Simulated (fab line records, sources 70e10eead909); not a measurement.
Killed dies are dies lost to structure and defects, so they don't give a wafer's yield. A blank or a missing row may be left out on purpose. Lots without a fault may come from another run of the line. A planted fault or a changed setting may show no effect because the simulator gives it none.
fab line records | flow nand_harc
record lots=5 wafers=15 last_day=33
route steps=1302 shown A_STAIRCASE@693 END@1302
lots that met no fault: from a run of the same line without faults
start_h: hours from the record's first day to the start of the lot's first wafer shown | wait_h: hours since the lot's step before | " the same as in the row above | L1.1+2: a row that stands for several wafers | - no value, or no start given | * or withheld: withheld | < > ~ a bound
route shown NAME@n: a module of which the file shows steps, and the number in the route of the first | usual: mean/standard deviation of fault-free wafers | same: alike in all rows | chamber/n: place in a boat | sites: the reading at each site | _std_site: their standard deviation | _edge_site: outer sites' mean less inner sites' | radius_mm: how far each site lies from the wafer's centre | mask NAME#n: copy n | behind: the tool/chamber that last shaped the wafer | hold: why the lot was held/for how many hours/how that ended | device: the transistor (n, p or np) that didn't switch | end of line: the same wafers' tests at the end of the route | a step without rows: its recipe alone | killed: dies lost to structure and defects at the first sort, not the wafer's yield | map: a wafer's dies, x killed, . not, _ none there
set.NAME: the setting as run; set.NAME@STEP: as run at that earlier step | model.NAME: the simulator's own value behind a step, which no gauge read
lots at some steps of the route; a table a step, a row a wafer
services: from which hour (start_h, from the record's first day; less than 0 if before it) a tool's chamber was out of use, for how many hours, and why
## steps
# step NHARC_A_STAIRCASE_SOFTBAKE_179
# recipe temp_c=135 time_s=170
# step NHARC_A_STAIRCASE_EBR_180
# step NHARC_A_STAIRCASE_EXPOSE_181
# recipe na=0.5 dose_mj=27.87 mask_id=STAIR_2
# step NHARC_A_STAIRCASE_PEB_182
# recipe peb_temp_c=115 peb_time_s=130
# step NHARC_A_STAIRCASE_DEVELOP_183
# recipe time_s=140
# step NHARC_A_STAIRCASE_HARDBAKE_185
# recipe temp_c=120 time_s=140
# step NHARC_A_STAIRCASE_DESCUM_186
# recipe time_s=3 o2_flow_sccm=200 ar_flow_sccm=0 bias_power_w=0 chemistry=O2
# usual chamber_pressure_mTorr=59.99/0.054 drypump_motor_current_A=5.6/0.32 oes_product_au=1.000/0.0073 rf_vpp_V=57.9/0.93 showerhead_plenum_p_Torr=1.93/0.078 throttle_valve_pct=11.311/0.01
# columns lot.wafer tool chamber start_h wait_h chamber_pressure_mTorr drypump_motor_current_A oes_product_au rf_hours_counter_h rf_vpp_V showerhead_plenum_p_Torr throttle_valve_pct
L941.3 rie_diel-07 3 383.93 - 60.11 6.0 0.996 33 56.7 1.95 11.289
L941.5 " 2 " " 60.03 5.6 1.005 - 58.3 1.90 11.308
L941.6 " 3 " " 59.98 6.0 1.001 - 58.7 1.95 11.311
L953.1 rie_diel-08 2 493.31 - 60.01 5.4 1.007 38 56.9 1.82 11.310
L953.4 " 3 " " 59.91 5.7 0.986 40 55.7 1.86 11.322
L953.6 " 1 " " 60.06 6.0 0.999 - 59.6 2.06 11.298
L958.2 rie_diel-04 2 543.95 - 60.07 5.8 0.995 1 57.2 2.03 11.293
L958.5 " 2 " " 60.00 5.8 0.995 - 58.0 2.03 11.313
L958.6 " 1 " " 59.97 4.8 0.996 - 57.1 1.81 11.331
L959.4 rie_diel-07 2 568.80 - 60.05 5.6 0.992 29 58.6 1.89 11.297
L959.3 " 3 " " 60.11 6.0 1.001 29 57.2 1.93 11.309
L959.5 " 1 " " 59.90 5.5 0.994 - 58.4 1.86 11.301
L961.3 rie_diel-08 2 587.03 - 60.05 5.4 1.000 10 56.2 1.81 11.299
L961.4 " 0 " " 59.97 5.3 0.991 11 57.7 2.01 11.313
L961.6 " 3 " " 59.99 5.7 0.996 - 58.4 1.85 11.331
# step NHARC_A_STAIRCASE_TRIM_187
# recipe time_s=211.2 o2_flow_sccm=500 ar_flow_sccm=0 bias_w=0 chemistry=O2
# step NHARC_A_STAIRCASE_ETCH_188
# recipe target_depth_a=1000 time_s=40.5 ion_energy_ev=400 c4f8_flow_sccm=20 o2_flow_sccm=10 ar_flow_sccm=withheld rf_w=600 bias_w=1000 chemistry=C4F8/O2
# usual chamber_pressure_mTorr=25.000/0.024 oes_product_au=0.943/0.012 rf_vpp_V=897/5
# columns lot.wafer tool chamber start_h wait_h chamber_pressure_mTorr oes_product_au rf_hours_counter_h rf_vpp_V
L941.3 rie_diel-07 3 - - 25.019 0.950 33 899
L941.5 " 0 " " 24.970 0.950 - 901
L941.6 " 1 " " 25.009 0.945 - 893
L953.1 rie_diel-08 0 - - 25.003 0.950 37 902
L953.4 " 2 " " 24.973 0.978 38 890
L953.6 " 1 " " 24.992 0.939 - 905
L958.2 rie_diel-04 0 - - 25.023 0.933 1 896
L958.6 " 2 " " 25.003 0.927 - 903
L958.5 " 0 " " 25.014 0.925 - 895
L959.3 rie_diel-07 2 - - 24.979 0.951 29 895
L959.4 " 3 " " 25.015 0.949 29 898
L959.5 " 1 " " 24.990 0.937 - 892
L961.4 rie_diel-08 0 - - 24.998 0.952 11 902
L961.3 " 1 " " 24.958 0.946 11 905
L961.6 " 0 " " 25.036 0.958 - 903
# step NHARC_A_STAIRCASE_TRIM_189
# recipe time_s=211.2 o2_flow_sccm=500 ar_flow_sccm=0 bias_w=0 chemistry=O2
# usual chamber_pressure_mTorr=60.00/0.057 drypump_motor_current_A=5.64/0.28 oes_product_au=1.000/0.0089 rf_vpp_V=57.9/0.92 showerhead_plenum_p_Torr=3.55/0.13 throttle_valve_pct=17.037/0.01
# columns lot.wafer tool chamber start_h wait_h chamber_pressure_mTorr drypump_motor_current_A oes_product_au rf_hours_counter_h rf_vpp_V showerhead_plenum_p_Torr throttle_valve_pct
L941.3 rie_diel-07 2 - - 59.99 5.61 0.993 27 59.9 3.51 17.003
L941.6 " 2 " " 59.97 5.59 1.000 - 57.2 3.51 17.039
L941.5 " 3 " " 59.92 6.03 0.995 - 58.4 3.60 17.049
L953.4 rie_diel-08 3 - - 60.04 5.71 1.011 40 58.0 3.43 17.028
L953.1 " 0 " " 59.96 5.33 1.011 37 57.8 3.72 17.039
L953.6 " 3 " " 59.99 5.72 1.005 - 57.4 3.43 17.027
L958.2 rie_diel-04 2 - - 60.03 5.83 0.996 1 59.9 3.72 17.038
L958.6 " 2 " " 59.99 5.83 0.997 - 58.3 3.72 17.019
L958.5 " 0 " " 59.96 5.84 0.991 - 56.6 3.51 17.042
L959.4 rie_diel-07 3 - - 60.00 6.02 0.995 29 59.5 3.56 17.042
L959.3 " 0 " " 59.91 5.77 0.991 34 58.1 3.63 17.046
L959.5 " 2 " " 60.06 5.60 0.993 - 57.5 3.48 17.043
L961.4 rie_diel-08 0 - - 59.98 5.33 1.002 11 58.5 3.70 17.043
L961.3 " 1 " " 59.90 6.01 0.995 11 57.1 3.77 17.057
L961.6 " 2 " " 59.91 5.46 1.006 - 57.6 3.36 17.031
# step NHARC_A_STAIRCASE_ETCH_190
# recipe target_depth_a=1000 time_s=40.5 ion_energy_ev=400 c4f8_flow_sccm=20 o2_flow_sccm=10 ar_flow_sccm=withheld rf_w=600 bias_w=1000 chemistry=C4F8/O2
# usual chamber_pressure_mTorr=25.001/0.022 oes_product_au=0.943/0.0097 rf_vpp_V=897/4.8
# columns lot.wafer tool chamber start_h wait_h chamber_pressure_mTorr oes_product_au rf_hours_counter_h rf_vpp_V
L941.3 rie_diel-07 2 - - 25.001 0.944 27 896
L941.5 " 1 " " 25.039 0.941 - 892
L941.6 " 2 " " 25.024 0.938 - 896
L953.1 rie_diel-08 1 - - 25.016 0.950 37 906
L953.4 " 0 " " 25.004 0.959 37 902
L953.6 " 2 " " 25.008 0.958 - 890
L958.2 rie_diel-04 2 - - 24.961 0.937 1 902
L958.5 " 2 " " 24.977 0.929 - 903
L958.6 " 0 " " 25.016 0.925 - 894
L959.4 rie_diel-07 2 - - 24.982 0.929 29 894
L959.3 " 0 " " 24.991 0.926 34 899
L959.5 " 2 " " 25.008 0.945 - 894
L961.3 rie_diel-08 0 - - 25.016 0.953 11 903
L961.4 " 3 " " 25.020 0.943 10 892
L961.6 " 0 " " 25.008 0.957 - 901
# step NHARC_A_STAIRCASE_TRIM_191
# recipe time_s=211.2 o2_flow_sccm=500 ar_flow_sccm=0 bias_w=0 chemistry=O2
# usual chamber_pressure_mTorr=60.00/0.05 drypump_motor_current_A=5.65/0.3 oes_product_au=1.000/0.0074 rf_vpp_V=57.7/0.87 showerhead_plenum_p_Torr=3.56/0.13 throttle_valve_pct=17.035/0.009
# columns lot.wafer tool chamber start_h wait_h chamber_pressure_mTorr drypump_motor_current_A oes_product_au rf_hours_counter_h rf_vpp_V showerhead_plenum_p_Torr throttle_valve_pct
L941.3 rie_diel-07 2 384.48 - 60.06 5.62 1.001 27 57.3 3.51 17.037
L941.5 " 1 " " 59.97 5.50 1.003 - 58.3 3.47 17.023
L941.6 " 2 " " 59.90 5.61 0.990 - 56.7 3.51 17.019
L953.4 rie_diel-08 0 493.84 - 59.98 5.31 0.826 37 57.1 3.72 17.043
L953.1 " 3 " " 60.00 5.72 0.996 40 58.1 3.43 17.039
L953.6 " 1 " " 60.01 6.02 1.002 - 58.1 3.79 17.041
L958.2 rie_diel-04 2 544.94 - 59.98 5.82 1.008 1 58.6 3.72 17.014
L958.5 " 0 " " 59.99 5.85 0.993 - 57.2 3.51 17.023
L958.6 " 2 " " 60.04 5.81 0.993 - 57.3 3.72 17.036
L959.3 rie_diel-07 2 569.37 - 59.98 5.66 0.991 29 56.9 3.48 17.042
L959.4 " 0 " " 60.03 5.78 0.990 34 56.5 3.63 17.033
L959.5 " 2 " " 59.96 5.64 1.000 - 58.6 3.48 17.023
L961.3 rie_diel-08 3 587.58 - 60.04 5.71 0.999 10 57.6 3.42 17.039
L961.4 " 0 " " 60.06 5.32 1.000 11 57.9 3.70 17.026
L961.6 " 3 " " 60.01 5.71 1.006 - 56.2 3.42 17.036
# step NHARC_A_STAIRCASE_ETCH_192
# recipe target_depth_a=1000 time_s=40.5 ion_energy_ev=400 c4f8_flow_sccm=20 o2_flow_sccm=10 ar_flow_sccm=withheld rf_w=600 bias_w=1000 chemistry=C4F8/O2
# usual chamber_pressure_mTorr=24.999/0.021 oes_product_au=0.945/0.012 rf_vpp_V=897/4.9
# columns lot.wafer tool chamber start_h wait_h chamber_pressure_mTorr oes_product_au rf_hours_counter_h rf_vpp_V
L941.3 rie_diel-07 3 - - 24.978 0.948 33 899
L941.6 " 3 " " 25.039 0.951 - 897
L941.5 " 0 " " 25.002 0.947 - 901
L953.4 rie_diel-08 0 - - 25.039 0.949 37 903
L953.1 " 3 " " 24.986 0.948 40 893
L953.6 " 0 " " 24.992 0.945 - 901
L958.2 rie_diel-04 2 - - 24.982 0.929 2 903
L958.6 " 2 " " 24.994 0.936 - 902
L958.5 " 0 " " 25.000 0.930 - 896
L959.3 rie_diel-07 0 - - 25.017 0.937 35 900
L959.4 " 1 " " 25.019 0.918 35 891
L959.5 " 1 " " 25.032 0.933 - 893
L961.3 rie_diel-08 0 - - 24.998 0.951 11 901
L961.4 " 1 " " 24.983 0.962 12 904
L961.6 " 2 " " 24.995 0.959 - 889
# step NHARC_END_SORT_01
# recipe temp_c=25
# usual killed_at_array=60/21 killed_at_other=1.0/1.2 killed_at_periphery=4.2/2.8 killed_dies=65/20 killed_open=3.1/1.8 killed_short=2.6/1.6
# same gross_dies=677
# columns lot.wafer tool chamber start_h wait_h killed_at_array killed_at_other killed_at_periphery killed_dies killed_open killed_short
L941.3 prober-01 0 582.44 3.1 74 2 3 79 1 4
L941.5 prober-01 0 584.09 3.8 85 2 2 89 3 5
L941.6 prober-01 0 584.91 4.1 85 0 3 88 5 1
L953.4 prober-02 0 687.97 3.4 448 0 2 450 0 1
L958.2 prober-01 0 764.03 2.8 93 0 3 96 4 5
L958.5 prober-01 0 766.43 3.7 74 0 7 81 4 2
L958.6 prober-01 0 767.23 4.0 78 2 8 88 3 2
L959.3 prober-01 0 780.43 3.1 22 1 5 28 3 1
L959.4 prober-01 0 781.23 3.4 23 0 11 34 4 2
L959.5 prober-01 0 782.03 3.7 13 1 9 23 2 2
# killed by level:class
L941.3 A_CHANNEL_HOLE_D2:chamber_film_flake=24 A_CHANNEL_HOLE_D1:chamber_film_flake=21 A_SLIT:chamber_film_flake=19 A_SGD_CUT:chamber_film_flake=4 P_M0:geometric_particle:short=2 A_CONTACT:chamber_film_flake=2 THIN_TSV:chamber_film_flake=2 P_M2:geometric_particle:open=1
L941.5 A_CHANNEL_HOLE_D1:chamber_film_flake=27 A_SLIT:chamber_film_flake=25 A_CHANNEL_HOLE_D2:chamber_film_flake=17 A_SGD_CUT:chamber_film_flake=4 A_CONTACT:chamber_film_flake=4 A_ZERO_WELL:chamber_film_flake=2 THIN_TSV:chamber_film_flake=2 P_M0:geometric_particle:short=1
L941.6 A_CHANNEL_HOLE_D1:chamber_film_flake=29 A_CHANNEL_HOLE_D2:chamber_film_flake=26 A_SLIT:chamber_film_flake=17 A_SGD_CUT:chamber_film_flake=6 P_GATE:chamber_film_flake=3 A_ONON_D1:geometric_particle:open=1 A_CHANNEL_FILL_D2:geometric_particle:open=1 A_STAIRCASE:geometric_particle:open=1
L953.4 A_STAIRCASE:area_trim=412 A_CHANNEL_HOLE_D2:chamber_film_flake=19 A_CHANNEL_HOLE_D1:chamber_film_flake=5 A_SLIT:chamber_film_flake=5 A_CHANNEL_FILL_D1:chamber_film_flake=2 A_STAIRCASE:chamber_film_flake=2 A_WL_FILL:chamber_film_flake=2 A_CHANNEL_FILL_D1:geometric_particle:short=1
L958.2 A_CHANNEL_HOLE_D1:chamber_film_flake=37 A_SLIT:chamber_film_flake=35 A_CHANNEL_FILL_D1:chamber_film_flake=4 A_WL_FILL:chamber_film_flake=4 A_CONTACT:chamber_film_flake=3 P_GATE:chamber_film_flake=2 A_DECK1_JOINT:chamber_film_flake=2 P_CONTACT:geometric_particle:short=1
L958.5 A_CHANNEL_HOLE_D1:chamber_film_flake=34 A_SLIT:chamber_film_flake=19 A_CONTACT:chamber_film_flake=9 P_GATE:chamber_film_flake=4 A_CHANNEL_FILL_D1:chamber_film_flake=3 A_STAIRCASE:chamber_film_flake=3 A_CHANNEL_FILL_D1:geometric_particle:open=2 P_GATE:geometric_particle:open=1
L958.6 A_SLIT:chamber_film_flake=36 A_CHANNEL_HOLE_D1:chamber_film_flake=31 A_CONTACT:chamber_film_flake=6 P_GATE:chamber_film_flake=3 A_STAIRCASE:chamber_film_flake=3 P_M2:geometric_particle:open=2 P_BONDPAD:chamber_film_flake=2 P_CONTACT:geometric_particle:open=1
L959.3 A_SLIT:chamber_film_flake=11 A_CHANNEL_FILL_D1:chamber_film_flake=3 A_ONON_D1:geometric_particle:open=2 P_ZERO_WELL:chamber_film_flake=2 A_CONTACT:chamber_film_flake=2 A_WL_FILL:geometric_particle:open=1 A_M0:geometric_particle:short=1 P_STI:chamber_film_flake=1
L959.4 A_SLIT:chamber_film_flake=9 P_GATE:chamber_film_flake=5 P_M0:chamber_film_flake=3 A_CHANNEL_HOLE_D2:chamber_film_flake=3 A_CHANNEL_FILL_D1:chamber_film_flake=2 P_CONTACT:geometric_particle:open=1 P_M0:geometric_particle:open=1 A_SOURCE_PLATE:geometric_particle:open=1
L959.5 A_SLIT:chamber_film_flake=5 P_GATE:chamber_film_flake=3 P_ZERO_WELL:chamber_film_flake=2 P_BONDPAD:chamber_film_flake=2 A_CHANNEL_FILL_D1:chamber_film_flake=2 A_CONTACT:chamber_film_flake=2 P_M0:geometric_particle:short=1 P_M0:geometric_particle:open=1
# map L953.4 (x killed, . not)
____________x____________
_________xxxxxxx_________
_______xxxxxxxxxxx_______
______xxx.xxxxxxxxx______
_____x.xx.xx.xxxxxxx_____
____xxxxxxxxxx.x.xxxx____
____xxx..x.xxxxx.xxxx____
___xxxxxxx..xx..xxxxxx___
___xxxxxxx.x.xxxxxx.xx___
__xxxxx...x.xxx.xxx.xxx__
__xxxx.x.xxx.......xxxx__
_xxxxxx.x..xx....xx.xxxx_
_xxxx...x..x...x.x..xxxx_
_xxxxx..xx.....x..xx.xxx_
_xxxxxxx..x...xx...xxxxx_
_xxxxxx......xx...xxxxxx_
xxxxxxx...........xxxxxxx
xxxxxxxx.......x.....xxxx
xxxx.xxx.....x....x.xxx.x
xxxxxx.x.............xxxx
xxx.xx..x..........xxxxxx
_xxxx.x...x..x.....x.xxx_
_xxxx.x.x..x..x....xx.xx_
_xxxx.x...........xx.xxx_
_xxxxxxx..x.....xxxxxxxx_
_xxxxxxxx..x..x.....xxxx_
__xxxxx.x....xx.x..xxxx__
__xxxxx.........xxxx.xx__
___xxxxxxx....xx.xxxxx___
___xxxxxx.xx...xxxxxxx___
____xxxxx.xxx.x..xxxx____
____xxxxx.xx.xxxxxxxx____
_____xxxxxx.xxxxxxxx_____
______xxx.xxxxxxxxx______
_______xxxxxxxxxxx_______
_________xxxxxxx_________
____________x____________
# map L961.3 (x killed, . not)
____________.____________
_________......._________
_______....x......_______
______.....xxx.....______
_____.......xx......_____
____......xx...x.....____
____.......xxxx......____
___.....x..xxxxx......___
___.........xx........___
__..x.....xxxxx........__
__........xxx..xx......__
_..........x...x........_
_x..........x.x........._
_......................._
_......................._
_...........x....x......_
.........................
................x........
.........................
..............x..........
.............x...........
_......................._
_......................._
_....................x.._
_......................._
_......................._
__..................x..__
__.....................__
___...................___
___...................___
____....xx...........____
____x...x............____
_____..x............_____
______.x.x.........______
_______x.........._______
_________......._________
____________.____________
## services
# columns tool chamber start_h hours kind
rie_diel-08 - 367.91 9.0 pm
rie_diel-08 0 367.91 9.0 vent_cycle
rie_diel-08 1 367.91 9.0 vent_cycle
rie_diel-08 2 367.91 9.0 vent_cycle
rie_diel-08 3 367.91 9.0 vent_cycle
rie_diel-07 1 374.61 3.3 repair
rie_diel-08 0 376.91 - clean
rie_diel-08 1 376.91 - clean
rie_diel-08 1 376.91 - consumable_replace:showerhead
rie_diel-08 2 376.91 - clean
rie_diel-08 3 376.91 - clean
rie_diel-07 0 380.79 - clean
rie_diel-07 1 380.79 - clean
rie_diel-07 2 380.79 - clean
rie_diel-07 3 380.79 - clean
rie_diel-07 0 388.16 14.9 repair
rie_diel-08 0 401.41 - clean
rie_diel-08 1 401.41 - clean
rie_diel-08 2 409.45 4.7 repair
rie_diel-07 1 459.92 9.0 repair
rie_diel-07 - 471.62 9.0 pm
rie_diel-04 - 533.20 9.0 pm
rie_diel-08 - 544.93 9.0 pm
rie_diel-04 2 556.72 1.8 repair
## key
first_sign step=NHARC_A_STAIRCASE_TRIM_191 reading=oes_product_au direction=down sigmas=23 usual=1.000 struck=0.826
effect step=NHARC_END_SORT_01 reading=killed_dies direction=up sigmas=19 usual=65 struck=450
more_kills_born_at NHARC_A_STAIRCASE_TRIM_191@rie_diel-08=412
met_at NHARC_A_STAIRCASE_TRIM_191
struck_wafers L953.4
later_rows_left_out L953.4
tester_left_out L953
fault kind=process_parameter_drift tool=rie_diel-08 chamber=0 onset_h=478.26 steps=NHARC_A_STAIRCASE_TRIM_191 channel=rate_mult offset=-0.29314 shape=step end_h=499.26
# tester_left_out: of these lots the tester's yield and bins aren't shown, on N5 and GAA mostly nor the transistor test; their killed dies are dies lost to structure and defects alone, not to doping, threshold or leakage, so they don't give the yield
# later_rows_left_out: the simulator's readings of these wafers behind a module that went badly wrong aren't trusted and aren't shown, but for the sort
